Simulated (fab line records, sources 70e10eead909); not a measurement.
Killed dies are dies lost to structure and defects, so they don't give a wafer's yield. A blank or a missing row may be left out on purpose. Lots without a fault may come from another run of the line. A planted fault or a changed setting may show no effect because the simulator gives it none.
One fault seen from 3 desks | flow nand_harc | each desk has only its own numbers; what lay behind them comes last

THE DEFECT DESK
What the inspections along the route counted, lot by lot: means of the sampled wafers that have a number. A lot is out of limits, marked OUT, if its mean lies more than 4 standard deviations from the usual mean; the brackets give that distance.
Columns: A = raw_defect_count at NHARC_P_M1_INSPECT_27, usual 317
lot  | first seen here | A
L116 | day 7 02:41     | 454
L126 | day 11 04:23    | 1236 (+7.1) OUT
L130 | day 12 23:26    | 369
L135 | day 15 05:40    | 220
L136 | day 15 10:58    | 242
This desk's finding: out of limits on L126; first on L126, day 11 04:23 (raw_defect_count at NHARC_P_M1_INSPECT_27). In limits: L116, L130, L135, L136.

THE METROLOGY DESK
What the gauges read, lot by lot, whatever tool the lot ran on: means of the sampled wafers that have a number. A lot is out of limits, marked OUT, if its mean lies more than 4 standard deviations from the usual mean; the brackets give that distance.
Columns: A = cd_nm at NHARC_P_M1_CD_MEAS_16, usual 129.9 nm; B = thk_nm at NHARC_P_M1_THK_MEAS_24, usual 157.8 nm
lot  | first seen here | A     | B
L116 | day 7 00:25     | 128.9 | 158.7
L126 | day 11 02:07    | 130.5 | 160.2
L130 | day 12 21:10    | 129.8 | 158.2
L135 | day 15 03:22    | 130.6 | 157.9
L136 | day 15 08:42    | 129.4 | 157.2
This desk's finding: nothing out of limits on any of the 5 lots.

THE TOOL OWNER'S DESK: cmp-04
The tool's own readings at NHARC_P_M1_CMP_23 (polishes, t overpolish 20 s, target thk 157.82 nm): means of the sampled wafers that have a number, for each lot that ran on this tool. A lot is out of limits, marked OUT, if its mean lies more than 4 standard deviations from the usual mean; the brackets give that distance.
Columns: A = motor_current_A at NHARC_P_M1_CMP_23, usual 12.2 A; B = time_to_endpoint_s at NHARC_P_M1_CMP_23, usual 29.2 s
lot  | first seen here | A    | B
L126 | day 11 03:55    | 11.1 | 33.5
L135 | day 15 05:13    | 12.0 | 29.8
L136 | day 15 10:30    | 12.3 | 29.9
This desk's finding: nothing out of limits on any of the 3 lots.

PUT TOGETHER
The defect desk could have raised an alarm at day 11 04:23, on L126.
The metrology desk saw nothing out of limits.
The tool owner's desk saw nothing out of limits.
The metrology desk has L126 on record, within its limits.
The tool owner's desk has L126 on record, within its limits.
Of the lots named, all ran NHARC_P_M1_CMP_23 on cmp-04.

WHAT THE SIMULATOR HAD PUT IN
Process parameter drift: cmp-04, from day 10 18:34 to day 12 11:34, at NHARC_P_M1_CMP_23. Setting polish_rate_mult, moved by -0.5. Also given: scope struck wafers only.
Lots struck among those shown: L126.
Hours from the fault's start to each desk's first reading out of limits: the defect desk, 10.
